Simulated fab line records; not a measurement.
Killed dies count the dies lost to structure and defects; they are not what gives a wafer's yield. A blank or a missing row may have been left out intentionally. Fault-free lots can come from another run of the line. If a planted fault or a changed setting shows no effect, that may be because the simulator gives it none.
The tool behind it: which one? | flow nand harc | Sampling: 13 lots, 39 wafers, 5 of 1159 route steps

WHAT THE GAUGES READ, wafer by wafer
NHARC_P_STI_INSPECT_25.
lot  | measured    | on                | raw defect count
L281 | day 4 20:08 | defect inspect-01 | 146 96 109
L278 | day 4 20:08 | defect inspect-02 | 344 256 199
L282 | day 5 04:06 | defect inspect-01 | 214 320 325
L283 | day 5 11:31 | defect inspect-02 | 90 137 110
L285 | day 5 19:25 | defect inspect-01 | 192 231 281
L288 | day 6 23:05 | defect inspect-01 | 169 466 179
L290 | day 6 23:05 | defect inspect-02 | 254 229 179
L291 | day 7 07:25 | defect inspect-01 | 158 161 275
L293 | day 7 18:48 | defect inspect-02 | 124 166 172
L295 | day 8 08:35 | defect inspect-01 | 223 125 334
L296 | day 8 08:35 | defect inspect-02 | 214 161 203
L297 | day 8 15:17 | defect inspect-02 | 179 195 162
L298 | day 8 22:49 | defect inspect-02 | 291 301 220

NHARC_P_GATE_INSPECT_28.
lot  | measured    | on                | raw defect count
L281 | day 5 18:13 | defect inspect-02 | 3 7 6
L278 | day 5 18:26 | defect inspect-01 | 7 3 9
L282 | day 6 03:00 | defect inspect-01 | 3 5 5
L283 | day 6 11:56 | defect inspect-02 | 7 9 7
L285 | day 6 17:45 | defect inspect-02 | 9 5 9
L288 | day 7 22:34 | defect inspect-02 | 6 5 4
L290 | day 7 21:14 | defect inspect-01 | 10 8 5
L291 | day 8 06:16 | defect inspect-01 | 8 5 7
L293 | day 8 18:35 | defect inspect-01 | 8 11 5
L295 | day 9 08:49 | defect inspect-01 | 7 11 4
L296 | day 9 08:09 | defect inspect-01 | 4 11 2
L297 | day 9 13:46 | defect inspect-02 | 3 5 8
L298 | day 9 22:33 | defect inspect-01 | 7 5 4

NHARC_END_SORT_01.
lot  | measured     | on        | killed at array | killed at other | killed at periphery | killed dies | killed open | killed short
L281 | day 20 23:13 | prober-02 | 37 33 30        | 0 1 1           | 2 1 1               | 39 35 32    | 3 4 4       | 1 1 1
L278 | day 21 00:12 | prober-01 | 24 24 26        | 1 0 0           | 4 4 4               | 29 28 30    | 0 4 5       | 1 3 0
L282 | day 21 16:17 | prober-01 | 19 11 22        | 1 0 2           | 1 1 1               | 21 12 25    | 2 1 3       | 2 2 2
L283 | day 21 23:13 | prober-02 | 18 22 14        | 2 0 3           | 6 6 7               | 26 28 24    | 4 7 3       | 5 4 1
L285 | day 21 15:29 | prober-02 | 27 23 34        | 1 0 0           | 4 6 1               | 32 29 35    | 4 4 2       | 4 4 1
L288 | day 22 15:31 | prober-02 | 40 40 40        | 0 0 0           | 637 637 637         | 677 677 677 | 4 2 5       | 2 1 1
L290 | day 22 17:11 | prober-01 | 21 29 15        | 1 2 1           | 7 5 4               | 29 36 20    | 3 7 4       | 2 1 0
L291 | day 24 05:20 | prober-02 | 37 40 48        | 0 0 2           | 640 637 627         | 677 677 677 | 2 0 4       | 3 1 1
L293 | day 24 03:49 | prober-01 | 26 33 25        | 2 0 1           | 6 3 0               | 34 36 26    | 1 8 0       | 4 3 2
L295 | day 24 11:31 | prober-02 | 34 41 37        | 0 0 1           | 2 2 2               | 36 43 40    | 2 3 2       | 2 3 2
L296 | day 23 20:46 | prober-01 | 29 30 30        | 0 2 1           | 1 3 2               | 30 35 33    | 4 8 6       | 3 0 2
L297 | day 24 19:19 | prober-02 | 28 31 36        | 0 0 0           | 1 5 3               | 29 36 39    | 5 6 6       | 2 1 1
L298 | day 24 20:14 | prober-01 | 47 42 47        | 0 0 0           | 2 5 2               | 49 47 49    | 2 7 3       | 1 1 3

WHAT TOOL EACH LOT RAN ON (gives the tool, then ch and the chambers of the sampled wafers, and finally the start)
lot  | NHARC_P_GATE_ETCH_32            | NHARC_P_GATE_ALD_36
L281 | rie si-03 ch 1,2,3, day 5 18:55 | ald sin-01 ch 0,2, day 5 19:41
L278 | rie si-04 ch 0,1,2, day 5 19:04 | ald sin-04 ch 0,1,2, day 5 19:53
L282 | rie si-03 ch 0,3, day 6 03:33   | ald sin-02 ch 0,3, day 6 04:20
L283 | rie si-02 ch 1,3, day 6 12:33   | ald sin-01 ch 0,3, day 6 14:26
L285 | rie si-02 ch 0,1,2, day 6 18:17 | ald sin-02 ch 1,2, day 6 19:04
L288 | rie si-02 ch 0,2,3, day 7 23:15 | ald sin-04 ch 0,3, day 8 05:04
L290 | rie si-02 ch 0,2,3, day 7 21:52 | ald sin-04 ch 0,1,2, day 8 01:50
L291 | rie si-02 ch 1,2, day 8 06:49   | ald sin-02 ch 1,3, day 8 07:37
L293 | rie si-03 ch 0,1,3, day 8 19:07 | ald sin-04 ch 0,2,3, day 8 21:04
L295 | rie si-02 ch 0,1,2, day 9 09:20 | ald sin-02 ch 1,2,3, day 9 10:10
L296 | rie si-04 ch 1,2,3, day 9 08:46 | ald sin-01 ch 0,1,3, day 9 09:31
L297 | rie si-02 ch 1,2,3, day 9 14:57 | ald sin-04 ch 2,3, day 9 15:44
L298 | rie si-03 ch 0,2,3, day 9 23:13 | ald sin-02 ch 0,3, day 9 23:58
- NHARC_P_GATE_ETCH_32: etches the open film in HBr/Cl2, target depth 150 nm, time 100.1 s.
- NHARC_P_GATE_ALD_36: deposits SiNx, target thk 20 nm, pulse time 60 s, ald cycles 223.

AS READ BY THE TOOLS THEMSELVES (means over the sampled wafers that have a number; for cases with no such wafer, the mark the record gives instead)
NHARC_P_GATE_ETCH_32.
lot  | tool      | drypump motor current A (A) | oes product au (a.u.) | throttle valve pct (%)
L281 | rie si-03 | 6.2                         | 0.996                 | 26.410
L278 | rie si-04 | 5.6                         | 1.016                 | 26.397
L282 | rie si-03 | 6.3                         | 0.992                 | 26.405
L283 | rie si-02 | 5.8                         | 1.008                 | 26.406
L285 | rie si-02 | 5.7                         | 0.995                 | 26.405
L288 | rie si-02 | 6.1                         | 0.998                 | 26.412
L290 | rie si-02 | 6.1                         | 1.000                 | 26.412
L291 | rie si-02 | 5.9                         | 0.999                 | 26.416
L293 | rie si-03 | 6.2                         | 0.995                 | 26.407
L295 | rie si-02 | 5.8                         | 0.995                 | 26.402
L296 | rie si-04 | 5.6                         | 1.004                 | 26.405
L297 | rie si-02 | 6.0                         | 1.006                 | 26.406
L298 | rie si-03 | 6.2                         | 0.995                 | 26.417

NHARC_P_GATE_ALD_36.
lot  | tool       | heater power outer w (W) | heater power w (W) | precursor pulse height rel
L281 | ald sin-01 | 554                      | 910                | 0.988
L278 | ald sin-04 | 540                      | 863                | 0.997
L282 | ald sin-02 | 546                      | 910                | 1.003
L283 | ald sin-01 | 496                      | 848                | 1.010
L285 | ald sin-02 | 520                      | 853                | 1.002
L288 | ald sin-04 | -                        | -                  | -
L290 | ald sin-04 | 548                      | 851                | 1.007
L291 | ald sin-02 | -                        | -                  | -
L293 | ald sin-04 | 515                      | 843                | 0.991
L295 | ald sin-02 | 506                      | 847                | 1.000
L296 | ald sin-01 | 565                      | 912                | 1.006
L297 | ald sin-04 | 525                      | 886                | 0.994
L298 | ald sin-02 | 544                      | 921                | 0.995

THE ANSWER, worked out from the rows above alone
Rule: the lots themselves supply what counts as usual. Put in order of their means at a reading, lots are off if they are a third of the lots or fewer, leave a main group of 4 or more, and stand apart from it by a gap of 3 or more times the standard deviation of the main group's means; of several such gaps the widest counts. A main group whose means are all the same, to the digits that the tables above print for the reading, isn't used. A lot without any number at a reading at which 4 lots or more have one is off too. Any other lot the step has rows for is counted as sound. The gauges are gone through in route order, then the tools' own readings, and for those a lot's mean is taken as printed above. At the first step where some lot is off, the reading lying furthest off is the one used; lots without a number count as furthest.
Off: L288, L291 (NHARC_END_SORT_01, killed at periphery). The main group: mean 3.2, standard deviation 1.6.
If a tool, at a process step before that reading, ran all the lots that are off and no sound lot after the first of them, it fits. Not tried: the gauges at NHARC_END_SORT_01; whatever is off there is also off at NHARC_P_GATE_ALD_36, on other tools, and gauge error can't account for it. Of those tried, none fits.

WHAT WAS PUT IN BY THE SIMULATOR
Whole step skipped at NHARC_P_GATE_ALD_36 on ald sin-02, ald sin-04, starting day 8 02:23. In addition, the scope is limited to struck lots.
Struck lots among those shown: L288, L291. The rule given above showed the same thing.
